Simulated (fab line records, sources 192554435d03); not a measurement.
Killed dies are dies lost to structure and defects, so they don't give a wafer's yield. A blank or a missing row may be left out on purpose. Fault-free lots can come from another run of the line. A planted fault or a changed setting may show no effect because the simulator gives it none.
Which of the tools did it? + flow n5_finfet + 27 wafers from 9 lots sampled at 5 of the route's 1938 steps

WHAT THE GAUGES READ, wafer by wafer
N5_BEOL_M4_RC_MEAS_101.
| lot  | measured     | on        | DIBL_N (mV/V)  |
|------|--------------|-----------|----------------|
| L930 | day 7 13:15  | prober-01 | 38.7 35.2 33.1 |
| L936 | day 9 09:02  | prober-01 | 36.1 37.2 36.5 |
| L938 | day 9 17:10  | prober-01 | 39.1 35.8 39.2 |
| L939 | day 10 00:06 | prober-01 | 38.4 38.5 37.4 |
| L940 | day 10 08:22 | prober-01 | 41.1 33.5 36.9 |
| L942 | day 10 19:13 | prober-02 | 34.1 34.8 35.5 |
| L943 | day 11 04:23 | prober-01 | 39.9 40.1 38.0 |
| L944 | day 11 11:25 | prober-02 | 40.2 36.4 40.9 |
| L947 | day 11 20:03 | prober-02 | 39.8 35.8 38.1 |

TOOL THAT RAN EACH LOT (tool first, then ch and the chambers of the sampled wafers, then the start)
| lot  | N5_STI_FIN_REVEAL_RECESS_09       | N5_SD_EPI_N_SD_RECESS_17        | N5_BEOL_M4_ANNEAL_49         | N5_BEOL_M4_SPUTTER_79        |
|------|-----------------------------------|---------------------------------|------------------------------|------------------------------|
| L930 | vapor_etch-02 ch 0,1, day 2 12:40 | rie_si-05 ch 0,1,2, day 3 04:37 | pvd_sputter-01, day 7 09:41  | pvd_sputter-01, day 7 09:49  |
| L936 | vapor_etch-01 ch 0,1, day 4 00:14 | rie_si-02 ch 0,1,2, day 4 17:58 | pvd_sputter-01, day 9 06:16  | pvd_sputter-01, day 9 06:24  |
| L938 | vapor_etch-02 ch 0,1, day 4 10:30 | rie_si-01 ch 2,3, day 5 03:57   | pvd_sputter-01, day 9 14:01  | pvd_sputter-01, day 9 14:10  |
| L939 | vapor_etch-01 ch 0,1, day 4 16:56 | rie_si-05 ch 0,1,2, day 5 07:32 | pvd_sputter-03, day 9 21:17  | pvd_sputter-03, day 9 21:26  |
| L940 | vapor_etch-02 ch 0,1, day 4 22:16 | rie_si-05 ch 0,1,3, day 5 16:54 | pvd_sputter-01, day 10 05:23 | pvd_sputter-01, day 10 05:31 |
| L942 | vapor_etch-02 ch 0,1, day 5 12:32 | rie_si-05 ch 2,3, day 6 04:01   | pvd_sputter-01, day 10 16:08 | pvd_sputter-01, day 10 16:17 |
| L943 | vapor_etch-02 ch 0,1, day 5 15:45 | rie_si-05 ch 1,2,3, day 6 08:08 | pvd_sputter-02, day 11 01:35 | pvd_sputter-02, day 11 01:43 |
| L944 | vapor_etch-01 ch 0,1, day 6 01:41 | rie_si-05 ch 0,2,3, day 6 16:11 | pvd_sputter-01, day 11 08:31 | pvd_sputter-01, day 11 08:40 |
| L947 | vapor_etch-02 ch 0,1, day 6 16:50 | rie_si-05 ch 0,2,3, day 7 07:12 | pvd_sputter-01, day 11 17:07 | pvd_sputter-01, day 11 17:15 |
- N5_STI_FIN_REVEAL_RECESS_09: chemistry HF/NH3, target SiO2, afs cycles 11, target depth 42.5 nm, sublimation time 60 s.
- N5_SD_EPI_N_SD_RECESS_17: chemistry HBr/Cl2/O2, target depth 41 nm, time 23.7 s, bt time 3 s.
- N5_BEOL_M4_ANNEAL_49: time 240 s.
- N5_BEOL_M4_SPUTTER_79: material Cu, target thk 4.5 nm, time 8.29 s.

THE ANSWER, worked out from the rows above alone
Rule: what is usual is taken from the lots themselves. Put in order of their means at a reading, lots are off if they are a third of the lots or fewer, leave a main group of 4 or more, and stand apart from it by a gap of 3 or more times the standard deviation of the main group's means; of several such gaps the widest counts. If all means in a main group match to the digits the tables above print for the reading, that group is not used. A lot without any number at a reading at which 4 lots or more have one is off too. The other lots that the step has rows for count as sound.
Nothing can be told from this: no lot is off at any reading shown.

WHAT THE SIMULATOR HAD INSERTED
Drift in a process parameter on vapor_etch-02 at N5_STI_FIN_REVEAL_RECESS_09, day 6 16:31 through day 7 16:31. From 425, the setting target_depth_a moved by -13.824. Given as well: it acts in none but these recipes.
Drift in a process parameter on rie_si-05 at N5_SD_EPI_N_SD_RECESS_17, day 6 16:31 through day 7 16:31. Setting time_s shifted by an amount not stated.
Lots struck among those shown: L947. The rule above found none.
